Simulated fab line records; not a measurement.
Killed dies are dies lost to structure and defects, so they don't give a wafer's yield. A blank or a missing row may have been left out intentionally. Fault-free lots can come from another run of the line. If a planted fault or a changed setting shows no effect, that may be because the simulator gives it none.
Struck lot and sound lot, side by side ; flow n5Finfet ; 40 steps out of a route of 1938
Sound: these wafers, L406.1, L406.3, L406.5. Struck: wafers L410.3, L410.4, L410.6. The cause is named last.
For every step that has rows: the tool of each side, followed by ch and its chambers, followed by its first start. Under that, the readings that differ: sound wafers ; struck wafers ; difference of the means ; sigmas: that difference in standard deviations of wafers without a fault.
alike: a reading whose means differ by less than 2 such deviations, as well as words and numbers matching on both sides. not compared: withheld readings; readings where some wafer has no value; bounds like >300 that might hide an equal value; numbers whose values overlap and for which the record gives no deviation.
The two part at a step that has a row with sigmas, a row that says differs or no value, or rows on one side only. Numbers that have no deviation but don't overlap get no sigmas and don't part them. A reading that every wafer of one side lacks parts them only if that side has two wafers or more.

first, 10 steps without rows for these wafers: N5_DUMMY_GATE_ETCH_23 (etches poly-Si in HBr/Cl2/O2, target depth 41 nm, time 22.3 s); N5_DUMMY_GATE_ETCH_44 (etches poly-Si in HBr/O2, stops on SiO2, target depth 127.5 nm); N5_DUMMY_GATE_ETCH_42 (etches SiO2 in CHF3/O2, target depth 3.5 nm, time 31 s); N5_DUMMY_GATE_STRIP_48 (strips in N2/H2, time 20 s); N5_DUMMY_GATE_PRECLEAN_33 (cleans in dHF, time 10 s); N5_DUMMY_GATE_PRECLEAN_25 (cleans in O3/DIW, time 45 s); N5_DUMMY_GATE_PRECLEAN_51 (cleans in SC2, time 45 s); N5_DUMMY_GATE_SRD_26 (time 30 s); N5_DUMMY_GATE_UV_OZONE_45 (time 120 s); N5_SPACER0_ALD_07 (deposits SiNx, target thk 2 nm).
N5_SPACER0_ALD_00: deposits SiOCN, target thk 3.5 nm, pulse time 3 s, purge time 2 s.
  sound on aldSin-04 ch 0,2,3, day 5 10:27; struck on aldSin-04 ch 0,1, day 6 09:26
reading;sound;struck;difference;sigmas
aldCycles;58 58 58;68 68 68;+10;
model.SiOCN_of_SPACER0_ALD_00.thkNm (nm);3.6 3.6 3.6;4.2 4.2 4.2;+0.6;
  alike: heaterPowerW, precursorPulseHeightRel, susceptorTempC
then, 25 steps without rows for these wafers: N5_SPACER0_ALD_08 (deposits SiNx, target thk 2 nm); N5_SD_EPI_N_COAT_32 (time 60 s, resist thk 350 nm); N5_SD_EPI_N_COAT_33 (time 60 s, resist thk 35 nm); N5_SD_EPI_N_COAT_03 (resist thk 150 nm); N5_SD_EPI_N_EBR_05; N5_SD_EPI_N_SOFTBAKE_04 (time 60 s); N5_SD_EPI_N_EXPOSE_06 (exposes mask SD N BLK, target cd 120 nm); N5_SD_EPI_N_PEB_07 (peb time 60 s); N5_SD_EPI_N_DEVELOP_08 (develop time 30 s); N5_SD_EPI_N_DESCUM_14 (chemistry O2, time 7.9 s); N5_SD_EPI_N_ETCH_34 (etches SiARC in CF4, target depth 45.5 nm, time 75.8 s); N5_SD_EPI_N_ETCH_35 (etches SOC in N2/H2, overetch 108 nm, time 486 s); N5_SD_EPI_N_STRIP_36 (strips in N2/H2); N5_SD_EPI_N_ETCHBACK_44 (etches SiNx in CH3F/O2, stops on SiO2, target depth 14.5 nm); N5_SD_EPI_N_ETCH_45 (etches SiOCN in CH3F/O2, target depth 6 nm); N5_SD_EPI_N_ETCH_16 (etches SiO2 in CHF3/O2, target depth 5 nm); N5_SD_EPI_N_STRIP_47 (strips in CHF3/O2); N5_SD_EPI_N_SD_RECESS_17 (chemistry HBr/Cl2/O2, target depth 41 nm, time 23.7 s, bt time 3 s); N5_SD_EPI_N_STRIP_38 (strips in N2/H2); N5_SD_EPI_N_WET_ETCH_43 (etches SiO2 in dHF, time 14 s, target depth 1.5 nm); N5_SD_EPI_N_STRIP_18 (strips in SPM, time 750 s); N5_SD_EPI_N_SRD_20 (time 30 s); N5_SD_EPI_N_PRECLEAN_48 (cleans in NF3:NH3, afs cycles 2, time 20 s, sublimation time 60 s); N5_SD_EPI_N_VAPOR_ETCH_50 (etches Si in HCl, time 54 s); N5_SD_EPI_N_EPI_21 (deposits Si:P, time 690 s).
N5_SD_EPI_P_VAPOR_ETCH_44: etches SiGe30 in NF3/Ar, time 3.3 s.
  sound on epiRpcvd-03 ch 0, day 5 17:40; struck on epiRpcvd-04 ch 0, day 6 15:53
  alike: susceptorTempC
N5_SD_EPI_P_PRECLEAN_32: cleans in dHF, time 10 s.
  sound on wetBench-06 ch 5,6,7, day 5 20:10; struck on wetBench-05 ch 0,5,7, day 6 18:20
reading;sound;struck;difference;sigmas
model.SiOCN_of_SPACER0_ALD_00.thkNm (nm);3.4 3.4 3.4;4 4 4;+1;
  alike: bathHeatDutyPct
-- record jumps: 6 days separate the struck wafers' starts on either side; left off in module SD_EPI_P, taken up again in module BEOL_M4, whose first shown step is the route's number 1111 --
N5_BEOL_M4_RC_MEAS_101:
  sound on prober-01 ch 0, day 12 12:52; struck on prober-01 ch 0, day 12 23:16
reading;sound;struck;difference;sigmas
IOFF_N (nA/um);0.203 0.151 0.127;0.113 0.091 0.085;-0.064;-2
ION_N (uA/um);695 674 660;648 633 633;-38;-3
REXT_N (ohm.um);76.1 77.9 78.3;84.2 83.6 83.9;+6.5;+4
VT_N (mV);245 249 251;254 257 258;+8;+3
  alike: DIBL_N, DIBL_P, IOFF_P, ION_P, SS_N, SS_P, VT_P
-- record jumps: 4 days separate the struck wafers' starts on either side; left off in module BEOL_M4, taken up again in module PASSIVATION, whose first shown step is the route's number 1936 --
N5_PASSIVATION_PROBE_49:
  struck on prober-01, day 17 08:28; sound on prober-01, day 16 21:23
reading;sound;struck;difference;sigmas
sort_bin_8_speed (%);0 0 0;0.17 3.47 9.07;+4.24;+21
sortNPass;1073 1067 1070;1077 1040 960;-44;-3
sortYieldPct (%);90.9 90.4 90.7;91.3 88.1 81.4;-3.7;-3
  alike: defectLimitedYield, killed_at_M0_to_M3, killed_at_M4_up, killedAtContacts, killedAtFrontEnd, killedAtOther, killedDies, killedOpen, killedShort, sort_bin_5_function, sort_bin_6_memory

WHERE THEY PART
Earliest at N5_BEOL_M4_RC_MEAS_101; latest, in this record, at N5_PASSIVATION_PROBE_49.

WHY: what the simulator had put in
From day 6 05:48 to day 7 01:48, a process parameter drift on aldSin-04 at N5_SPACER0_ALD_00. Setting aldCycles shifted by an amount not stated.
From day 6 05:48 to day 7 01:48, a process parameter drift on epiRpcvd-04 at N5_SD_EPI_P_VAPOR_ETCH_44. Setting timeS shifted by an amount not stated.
